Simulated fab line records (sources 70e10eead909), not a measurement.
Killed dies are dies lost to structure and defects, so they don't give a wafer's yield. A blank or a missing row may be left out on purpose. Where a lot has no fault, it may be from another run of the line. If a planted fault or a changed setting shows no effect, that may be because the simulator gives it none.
Struck lot and sound lot, side by side ; flow nand-harc ; 18 out of 1302 route steps
Sound: wafers L768.1, L768.2, L768.5. Wafers L759.1, L759.2, L759.6 were the ones struck. At the end, the cause is stated.
Per side, at each step with rows, come the tool, then ch with its chambers, and then its first start. Under that, the readings that differ: sound wafers ; struck wafers ; difference of the means ; sigmas: that difference in standard deviations of wafers without a fault.
alike: readings whose means differ by less than 2 such deviations, and words and numbers that are the same on both sides. not compared: withheld readings, readings that some wafer has no value for, bounds like >300 that may hide the same value, and numbers for which the record gives no deviation and whose values overlap.
The two part at a step that has a row with sigmas, a row that says differs or no value, or rows on one side only. Numbers that have no deviation but don't overlap get no sigmas and don't part them. Lack of a reading on every wafer of one side parts them only where that side has two or more wafers.

NHARC_A_M1_INSPECT_11:
  struck on defect-inspect-01, day 24 21:20; sound on defect-inspect-02, day 28 11:34
  alike: raw-defect-count
then, 3 steps without rows for these wafers: NHARC_A_M1_DESCUM_14 (chemistry O2, time 3 s); NHARC_A_M1_ETCH_35 (etches the open film in N2/H2, target depth 40 nm, overetch 12 nm, time 43.94 s); NHARC_A_M1_ETCH_15 (etches the open film in C4F8/Ar, target depth 182.5 nm, time 91.2 s).
NHARC_A_M1_CD_MEAS_16:
  struck on cd-sem-01, day 24 21:41; sound on cd-sem-03, day 28 11:58
  alike: cd-nm
NHARC_A_M1_STRIP_18: strips in N2/H2.
  sound on rie-diel-05 ch 0,1, day 28 12:02; struck on rie-diel-04 ch 0,1,3, day 24 21:46
  alike: drypump-motor-current-A, oes-product-au, power-w, rf-vpp-V, showerhead-plenum-p-Torr, throttle-valve-pct
  not compared: rf-hours-counter-h
NHARC_A_M1_ETCH_28: etches the open film in CF4/N2, target depth 30 nm, time 72.99 s.
  sound: rie-diel-05 ch 1,2; struck: rie-diel-04 ch 0,1,2
  alike: drypump-motor-current-A, oes-product-au, rf-vpp-V, showerhead-plenum-p-Torr, throttle-valve-pct
  not compared: rf-hours-counter-h
then, 1 step without rows for these wafers: NHARC_A_M1_STRIP_19 (strips in post etch residue remover, time 600 s).
NHARC_A_M1_DEGAS_29: time 60 s.
  struck on pvd-sputter-01, day 24 22:26; sound on pvd-sputter-02, day 28 12:41
  alike: heater-power-w
NHARC_A_M1_PRE_CLEAN_30: time 30 s.
  sound on pvd-sputter-02; struck on pvd-sputter-01
  alike: heater-power-w
then, 1 step without rows for these wafers: NHARC_A_M1_PVD_20 (deposits TaN, target thk 5 nm, time 8.06 s).
NHARC_A_M1_PVD_21: deposits Cu, target thk 30 nm, time 20.49 s.
  sound on pvd-sputter-02; struck on pvd-sputter-01
  alike: throttle-valve-pct
NHARC_A_M1_ECD_22: material Cu, target thk 400 nm.
  sound on ecd-cu-02 ch 0,1, day 28 13:03; struck on ecd-cu-02 ch 0,1, day 24 22:47
  no value came back on the struck wafers for bath-heat-duty-pct (%), bath-temp-c (C); on the sound wafers bath-heat-duty-pct (%) reads 5.6 6.0 6.2
then, 1 step without rows for these wafers: NHARC_A_M1_ANNEAL_31 (time 90 s).
NHARC_A_M1_CMP_23: polishes, t overpolish 20 s, target thk 154.34 nm.
  sound on cmp-01 ch 0,1,2, day 28 13:50; struck on cmp-01 ch 1,2, day 24 23:31
reading;sound;struck;difference;sigmas
time-to-endpoint-s (s);25.2 29.3 22.5;1.8 0.1 0.0;-25.0;-10
  alike: edge-zone-pressure-frac, motor-current-A, retaining-ring-pressure-frac, slurry-filter-dp-kPa
NHARC_A_M1_THK_MEAS_24: measures by xrf.
  struck on film-metro-01, day 24 23:50; sound on film-metro-02, day 28 14:06
reading;sound;struck;difference;sigmas
thk-nm (nm);156.0 155.4 153.4;29.1 28.9 29.4;-125.8;-84
then, 2 steps without rows for these wafers: NHARC_A_M1_SRD_25; NHARC_END_SORT_01.

WHERE THEY PART
At NHARC_A_M1_ECD_22 first; at NHARC_A_M1_THK_MEAS_24 last (within this record only).

WHY: whatever the simulator had introduced
Beginning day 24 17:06, the whole step at NHARC_A_M1_ECD_22 was skipped on ecd-cu-02. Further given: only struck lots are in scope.
